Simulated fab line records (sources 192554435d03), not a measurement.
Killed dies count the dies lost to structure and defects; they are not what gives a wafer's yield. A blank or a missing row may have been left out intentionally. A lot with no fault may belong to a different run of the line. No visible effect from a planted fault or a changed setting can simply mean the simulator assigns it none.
Lot-split experiment :: flow n5-finfet :: on a route of 1938 steps: 7 lots, 21 wafers read

## SPLIT DETAILS
At N5_BEOL_M9_ETCH_62 (etches SOC in N2/H2, target depth 110 nm, overetch 22 nm, time 165 s), the setting source-w was moved away from the recipe's 840 W on 4 of the 21 wafers read, by -16.6% to -6.9%. All remaining wafers had this setting at the recipe value.

The reading comes from the split's own step.

## THE READING
rf-vpp-V, in V, at N5_BEOL_M9_ETCH_62 (etches SOC in N2/H2, target depth 110 nm, overetch 22 nm, time 165 s). Typical for fault-free wafers on this fab line: 523.9 V, with standard deviation 2.4 V.

wafer: L076.2
tool, chamber at the split: rie-diel-05, 2
source-w as run, W: 700.5
against the recipe: -16.6%
rf-vpp-V, V: 552.8
against lot-mates on the recipe: +31.2

wafer: L076.4
tool, chamber at the split: rie-diel-05, 1
source-w as run, W: 700.5
against the recipe: -16.6%
rf-vpp-V, V: 557.3
against lot-mates on the recipe: +35.7

wafer: L076.6
tool, chamber at the split: rie-diel-05, 3
source-w as run, W: 840
against the recipe: recipe
rf-vpp-V, V: 521.6
against lot-mates on the recipe: -

wafer: L075.2
tool, chamber at the split: rie-diel-03, 2
source-w as run, W: 840
against the recipe: recipe
rf-vpp-V, V: 525.0
against lot-mates on the recipe: -

wafer: L075.5
tool, chamber at the split: rie-diel-03, 3
source-w as run, W: 769.9
against the recipe: -8.3%
rf-vpp-V, V: 539.5
against lot-mates on the recipe: +15.9

wafer: L075.6
tool, chamber at the split: rie-diel-03, 0
source-w as run, W: 840
against the recipe: recipe
rf-vpp-V, V: 522.3
against lot-mates on the recipe: -

wafer: L084.3
tool, chamber at the split: rie-diel-03, 2
source-w as run, W: 840
against the recipe: recipe
rf-vpp-V, V: 525.6
against lot-mates on the recipe: -

wafer: L084.4
tool, chamber at the split: rie-diel-03, 1
source-w as run, W: 840
against the recipe: recipe
rf-vpp-V, V: 524.6
against lot-mates on the recipe: -

wafer: L084.5
tool, chamber at the split: rie-diel-03, 3
source-w as run, W: 840
against the recipe: recipe
rf-vpp-V, V: 522.1
against lot-mates on the recipe: -

wafer: L088.3
tool, chamber at the split: rie-diel-03, 2
source-w as run, W: 840
against the recipe: recipe
rf-vpp-V, V: 526.5
against lot-mates on the recipe: -

wafer: L088.4
tool, chamber at the split: rie-diel-03, 0
source-w as run, W: 840
against the recipe: recipe
rf-vpp-V, V: 525.4
against lot-mates on the recipe: -

wafer: L088.5
tool, chamber at the split: rie-diel-03, 2
source-w as run, W: 840
against the recipe: recipe
rf-vpp-V, V: 524.1
against lot-mates on the recipe: -

wafer: L091.3
tool, chamber at the split: rie-diel-03, 0
source-w as run, W: 840
against the recipe: recipe
rf-vpp-V, V: 523.1
against lot-mates on the recipe: -

wafer: L091.5
tool, chamber at the split: rie-diel-03, 2
source-w as run, W: 782
against the recipe: -6.9%
rf-vpp-V, V: 537.8
against lot-mates on the recipe: +14.2

wafer: L091.6
tool, chamber at the split: rie-diel-03, 0
source-w as run, W: 840
against the recipe: recipe
rf-vpp-V, V: 524.1
against lot-mates on the recipe: -

wafer: L093.2
tool, chamber at the split: rie-diel-02, 1
source-w as run, W: 840
against the recipe: recipe
rf-vpp-V, V: 524.4
against lot-mates on the recipe: -

wafer: L093.3
tool, chamber at the split: rie-diel-02, 2
source-w as run, W: 840
against the recipe: recipe
rf-vpp-V, V: 524.4
against lot-mates on the recipe: -

wafer: L093.4
tool, chamber at the split: rie-diel-02, 0
source-w as run, W: 840
against the recipe: recipe
rf-vpp-V, V: 528.3
against lot-mates on the recipe: -

wafer: L095.2
tool, chamber at the split: rie-diel-02, 1
source-w as run, W: 840
against the recipe: recipe
rf-vpp-V, V: 523.2
against lot-mates on the recipe: -

wafer: L095.3
tool, chamber at the split: rie-diel-02, 0
source-w as run, W: 840
against the recipe: recipe
rf-vpp-V, V: 528.3
against lot-mates on the recipe: -

wafer: L095.5
tool, chamber at the split: rie-diel-02, 0
source-w as run, W: 840
against the recipe: recipe
rf-vpp-V, V: 528.1
against lot-mates on the recipe: -

THE FIT
A straight line over all 21 wafers: rf-vpp-V changes by -1.82 V for each +1% of source-w; r = -0.98; the points scatter about the line by 2.1 V.
The same after taking each lot's own level away (the mean of its wafers on the recipe; 21 wafers): -2.01 V for each +1%; r = -0.99; scatter 1.6 V.
The reading moves by 33 V for the largest change in source-w, on that fit.
The lots' own levels span 521.60 to 526.53 V, that is 2.1 times the standard deviation above.
So the lot-to-lot level changes the slope little: the two slopes agree.
Check: +34.8 V against its lot-mates is what the line predicts for one of the wafers moved furthest among these (-16.6%) when that wafer is left out of the fit. It came out at +31.2 V against them.
Tool readings at the split's step, against how far the setting was moved: rf-vpp-V r = -0.98.

## ADDITIONAL SPLITS CARRIED BY THESE WAFERS
Other splits were also applied to these wafers ahead of the reading. Each is held against what the fit with the lots' levels taken away leaves over:
other split on the same wafers: N5_BEOL_M9_COAT_60 spin-rpm
wafers away from the commonest value: 5
r with rf-vpp-V (lot level and that fit taken away): +0.11

## THE FILE'S OWN FIT
rf-vpp-V changes by -2 V for each +1% of source-w, r = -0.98.
